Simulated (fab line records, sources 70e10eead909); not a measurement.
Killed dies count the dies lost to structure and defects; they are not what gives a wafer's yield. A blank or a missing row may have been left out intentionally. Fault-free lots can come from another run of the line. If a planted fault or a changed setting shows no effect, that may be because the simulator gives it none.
The tool behind it: which one? + flow nand harc + 7 lots with 20 wafers sampled at 3 steps, on a route of 1159 steps

WHAT THE GAUGES READ, wafer by wafer
NHARC_A_ONON_D1_THK_MEAS_08: measures by ellipsometry.
| lot  | measured     | on            | thk nm (nm)    |
|------|--------------|---------------|----------------|
| L878 | day 8 01:19  | film metro-02 | 982 981 982    |
| L880 | day 8 11:05  | film metro-02 | 999 997 997    |
| L882 | day 9 06:11  | film metro-01 | 1005 1006 1006 |
| L886 | day 9 13:27  | film metro-01 | 1001 1001 1000 |
| L888 | day 11 14:09 | film metro-01 | 644 644        |
| L897 | day 12 07:22 | film metro-02 | 983 984 983    |
| L898 | day 12 22:13 | film metro-02 | 1004 1004 1002 |

WHICH TOOL RAN EACH LOT (tool, then ch and the chambers of the sampled wafers, then the start)
| lot  | NHARC_A_ZERO_WELL_ETCH_13        | NHARC_A_ONON_D1_DEP_06           |
|------|----------------------------------|----------------------------------|
| L878 | rie si-02 ch 0,2,3, day 7 01:30  | pecvd onon-04 ch 0, day 8 00:49  |
| L880 | rie si-05 ch 0,1, day 7 11:38    | pecvd onon-04 ch 0, day 8 10:34  |
| L882 | rie si-04 ch 0,1,2, day 8 06:49  | pecvd onon-04 ch 0, day 9 05:47  |
| L886 | rie si-04 ch 0,2, day 8 16:13    | pecvd onon-04 ch 0, day 9 12:56  |
| L888 | rie si-02 ch 0,2, day 10 14:53   | pecvd onon-04 ch 0, day 11 13:42 |
| L897 | rie si-04 ch 1,2,3, day 11 07:52 | pecvd onon-02 ch 0, day 12 06:50 |
| L898 | rie si-04 ch 0,1,3, day 11 23:11 | pecvd onon-02 ch 0, day 12 21:46 |
- NHARC_A_ZERO_WELL_ETCH_13: etches the open film in HBr/Cl2, target depth 120 nm, time 40.1 s.
- NHARC_A_ONON_D1_DEP_06: target thk 1000 nm.

THE ANSWER, worked out from the rows above alone
Rule: the usual values come from the lots themselves. Put in order of their means at a reading, lots are off if they are a third of the lots or fewer, leave a main group of 4 or more, and stand apart from it by a gap of 3 or more times the standard deviation of the main group's means; of several such gaps the widest counts. Not used: any main group whose means are identical at the precision the tables above print for the reading. A lot without any number at a reading at which 4 lots or more have one is off too. Where the step has rows for the other lots, those lots are counted as sound.
Off, at NHARC_A_ONON_D1_THK_MEAS_08 on thk nm: L888. For the main group the mean is 995 nm and the standard deviation 9.4.
A tool fits if, at a process step before that reading, it ran every lot that is off, and no sound lot after the first of them. The gauges at NHARC_A_ONON_D1_THK_MEAS_08 are tried like those tools. Can't be told from this: 3 tools fit, rie si-02 at NHARC_A_ZERO_WELL_ETCH_13, pecvd onon-04 at NHARC_A_ONON_D1_DEP_06, film metro-01 at NHARC_A_ONON_D1_THK_MEAS_08.

WHAT HAD BEEN PUT IN BY THE SIMULATOR
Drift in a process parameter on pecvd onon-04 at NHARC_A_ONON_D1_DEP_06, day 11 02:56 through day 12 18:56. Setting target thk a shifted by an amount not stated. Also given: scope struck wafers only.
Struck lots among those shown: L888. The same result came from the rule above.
